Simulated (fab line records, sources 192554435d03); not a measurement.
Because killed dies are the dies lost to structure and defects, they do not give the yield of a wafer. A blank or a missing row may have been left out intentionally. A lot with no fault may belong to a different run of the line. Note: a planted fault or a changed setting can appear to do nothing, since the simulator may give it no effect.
Chamber matching    flow n5 finfet    3 sister chambers for N5_BEOL_M0_SAQP_PECVD_97 on pecvd-04
The step deposits SiNx from SiH4/NH3/N2, target thk 23 nm, time 19.9 s. 14 wafers are shown with their chamber, then 7 later ones without.

## WAFERS, EACH WITH ITS CHAMBER
wafer   chamber  showerhead plenum p Torr (Torr)  throttle valve pct (%)  heater power w (W)
L076.2  1        5.28                             42.9                    601
L076.3  0        5.16                             39.1                    533
L076.4  2        5.14                             39.2                    661
L077.1  1        5.28                             42.4                    618
L077.2  0        5.17                             39.1                    530
L077.4  0        5.15                             39.0                    532
L078.1  0        5.15                             38.9                    554
L078.4  0        5.15                             39.2                    544
L078.6  2        5.13                             38.8                    602
L085.2  1        5.28                             42.0                    603
L085.5  1        5.28                             42.5                    608
L085.6  0        5.15                             39.2                    480
L091.2  2        5.15                             39.0                    642
L091.3  0        5.16                             39.3                    462

SIGNATURES, as means of the wafers listed above
reading                   chamber 0  chamber 1  chamber 2  scatter within a chamber
showerhead plenum p Torr  5.1557     5.2800     5.1400     0.00721
throttle valve pct        39.114     42.450     39.000     0.233
heater power w            519.29     607.50     635.00     28.8
Rule: for each reading, subtract the chamber's mean from the wafer's reading, divide by that reading's scatter and square the result; add these up over the readings and take the root, which gives the wafer's distance from the chamber. If the next closest chamber is less than 2 further off than the closest, the wafer can't be placed; otherwise it belongs to the closest. The scatter: the root of (the sum of the squares of (reading less its chamber's mean) over the shown wafers, divided by (wafers less chambers)).

## WAFERS WITH NO CHAMBER GIVEN
wafer   showerhead plenum p Torr (Torr)  throttle valve pct (%)  heater power w (W)
L091.6  5.15                             39.1                    476
L096.2  5.29                             42.3                    559
L096.4  5.15                             39.1                    515
L096.6  5.29                             42.3                    579
L097.3  5.28                             42.6                    679
L097.5  5.14                             39.0                    563
L097.6  5.15                             39.1                    533

## WHICH CHAMBER EACH WENT THROUGH
wafer   from the rows above      in truth
L091.6  0                        0
L096.2  1                        1
L096.4  0                        0
L096.6  1                        1
L097.3  1                        1
L097.5  can't be placed: 2 or 0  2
L097.6  0                        0
Placed correctly: 6 of 7. Not placeable from these rows: 1 (in 1, the candidates include the true chamber). Wrongly placed: 0.
